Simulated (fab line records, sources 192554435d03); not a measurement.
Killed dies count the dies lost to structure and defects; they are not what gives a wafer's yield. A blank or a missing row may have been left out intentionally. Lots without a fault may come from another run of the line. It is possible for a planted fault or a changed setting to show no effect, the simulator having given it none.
Which tool was responsible? ; flow n5 finfet ; 24 lots with 72 wafers sampled at 2 steps, on a route of 1938 steps

## WHAT THE GAUGES SHOWED, per wafer
N5_SD_EPI_P_CD_MEAS_09 targets a cd of 240 nm.
lot;measured;on;cd nm (nm)
L074;day 3 04:54;cd sem-03;241.1 241.5 239.9
L075;day 3 12:47;cd sem-03;240.0 239.1 238.8
L076;day 3 18:26;cd sem-02;239.8 240.5 239.1
L077;day 4 02:22;cd sem-02;240.8 240.1 239.7
L078;day 4 05:07;cd sem-02;240.3 240.4 240.7
L079;day 4 12:59;cd sem-01;239.6 240.1 240.7
L080;day 4 18:11;cd sem-02;240.5 240.7 240.2
L081;day 4 23:58;cd sem-01;239.6 239.4 238.7
L082;day 5 06:02;cd sem-01;240.6 238.7 241.3
L083;day 5 12:13;cd sem-02;241.0 239.8 240.3
L084;day 5 22:05;cd sem-01;239.8 240.0 240.9
L085;day 6 01:23;cd sem-02;240.0 240.0 241.3
L086;day 6 08:46;cd sem-02;240.5 241.4 241.6
L087;day 6 15:55;cd sem-03;240.1 240.0 238.9
L088;day 6 19:01;cd sem-02;240.4 240.5 240.9
L089;day 7 00:23;cd sem-02;240.2 239.2 239.9
L090;day 7 05:19;cd sem-03;239.9 240.3 240.7
L091;day 7 12:28;cd sem-03;239.4 239.9 239.8
L092;day 7 19:13;cd sem-02;240.6 239.8 240.3
L093;day 7 23:04;cd sem-02;241.0 239.2 240.0
L094;day 8 04:15;cd sem-03;241.2 241.2 241.5
L095;day 8 12:41;cd sem-03;240.5 239.6 240.5
L096;day 8 19:00;cd sem-01;239.4 239.3 239.7
L097;day 9 00:01;cd sem-01;240.1 241.6 240.0

N5_SDB_CD_MEAS_11 targets a cd of 50 nm.
lot;measured;on;cd nm (nm)
L074;day 3 18:12;cd sem-03;48.1 51.3 51.2
L075;day 4 04:08;cd sem-02;47.0 50.2 46.9
L076;day 4 06:34;cd sem-02;51.6 47.3 50.1
L077;day 4 15:50;cd sem-01;51.6 51.3 51.0
L078;day 4 17:15;cd sem-02;51.2 50.7 50.7
L079;day 5 01:11;cd sem-03;50.6 52.0 50.7
L080;day 5 05:37;cd sem-01;49.8 50.5 50.1
L081;day 5 11:10;cd sem-02;49.9 49.5 47.9
L082;day 5 18:19;cd sem-03;50.8 50.7 51.9
L083;day 6 00:57;cd sem-01;52.1 50.9 54.0
L084;day 6 09:25;cd sem-02;51.0 50.9 51.6
L085;day 6 12:45;cd sem-01;53.3 51.2 51.5
L086;day 6 20:26;cd sem-01;49.1 49.6 50.4
L087;day 7 03:29;cd sem-01;49.2 49.2 50.3
L088;day 7 06:44;cd sem-02;51.8 51.0 50.5
L089;day 7 14:58;cd sem-01;52.4 50.3 53.6
L090;day 7 16:50;cd sem-02;50.5 51.1 49.0
L091;day 7 23:40;cd sem-01;50.8 51.2 50.4
L092;day 8 06:59;cd sem-02;51.7 51.7 51.2
L093;day 8 10:23;cd sem-02;49.2 49.6 49.4
L094;day 8 15:59;cd sem-02;52.3 50.4 48.3
L095;day 9 00:41;cd sem-02;49.0 50.1 52.7
L096;day 9 07:13;cd sem-01;50.7 51.1 52.9
L097;day 9 11:46;cd sem-03;46.9 51.0 51.9

## WHAT TOOL EACH LOT RAN ON (gives the tool, then ch and the chambers of the sampled wafers, and finally the start)
There is no process step in the record ahead of these readings.

## AS READ BY THE TOOLS THEMSELVES (means over the sampled wafers that have a number; for cases with no such wafer, the mark the record gives instead)
The record holds no such reading with a usual standard deviation.

## THE ANSWER, worked out from the rows above alone
Rule: the usual values come from the lots themselves. The widest of any qualifying gaps counts: lots, ordered by their means at a reading, are off when they make up no more than a third of the lots, leave a main group of 4 or more, and stand apart from it by 3 or more times the standard deviation of that group's means. If all means in a main group match to the digits the tables above print for the reading, that group is not used. Also off: a lot with no number at a reading for which 4 or more lots have one. Where the step has rows for the other lots, those lots are counted as sound. After the gauges, taken in route order, come the tools' own readings; for these a lot's mean is taken, as printed above. The first step at which some lot is off is used, and at that step the reading that is off furthest; a lot without a number counts as furthest.
None of the lots is off at any reading shown; this tells nothing.

## WHAT HAD BEEN PUT IN BY THE SIMULATOR
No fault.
